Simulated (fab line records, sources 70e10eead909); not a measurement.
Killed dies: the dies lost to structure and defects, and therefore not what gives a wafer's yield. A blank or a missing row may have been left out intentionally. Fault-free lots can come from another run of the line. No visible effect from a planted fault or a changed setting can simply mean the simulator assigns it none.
Chamber matching / flow nand-harc / NHARC_A_BONDPAD_CMP_29 on cmp-02 has 4 sister chambers
The step polishes SiCN, target thk 200 nm. 4 wafers are shown with their chamber, then 8 later ones without.

== WAFERS PAIRED WITH THEIR CHAMBERS ==
wafer=L084.4; chamber=0; motor-current-A (A)=12.9
wafer=L089.1; chamber=1; motor-current-A (A)=13.0
wafer=L089.4; chamber=2; motor-current-A (A)=11.9
wafer=L088.2; chamber=3; motor-current-A (A)=10.5

== WAFERS MISSING THEIR CHAMBER ==
wafer=L088.4; motor-current-A (A)=12.2
wafer=L088.5; motor-current-A (A)=12.0
wafer=L092.3; motor-current-A (A)=10.5
wafer=L092.4; motor-current-A (A)=11.8
wafer=L092.6; motor-current-A (A)=12.7
wafer=L096.3; motor-current-A (A)=12.9
wafer=L096.4; motor-current-A (A)=12.2
wafer=L096.5; motor-current-A (A)=11.4

== WHICH CHAMBER EACH ONE RAN IN ==
wafer=L088.4; from the rows above=can't be placed: 2 or 0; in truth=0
wafer=L088.5; from the rows above=2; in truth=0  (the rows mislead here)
wafer=L092.3; from the rows above=3; in truth=3
wafer=L092.4; from the rows above=2; in truth=2
wafer=L092.6; from the rows above=can't be placed: 0 or 1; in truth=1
wafer=L096.3; from the rows above=can't be placed: 0 or 1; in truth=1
wafer=L096.4; from the rows above=can't be placed: 2 or 0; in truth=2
wafer=L096.5; from the rows above=can't be placed: 2 or 3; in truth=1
Placed correctly: 2 of 8. Can't be placed from these rows: 5 (the true chamber is among the candidates in 4). 1 placed wrongly.
How it was worked out, from the rows above alone: a wafer's distance from a chamber is the root of the sum, over the readings, of the square of ((its reading less the chamber's mean) divided by the reading's scatter). If the next closest chamber is less than 2 further off than the closest, the wafer can't be placed; otherwise it belongs to the closest. For every chamber, the mean is computed from those of its wafers that are shown. The scatter: root of mean squared gap, hidden wafer to nearest shown wafer, with one shown wafer a chamber.
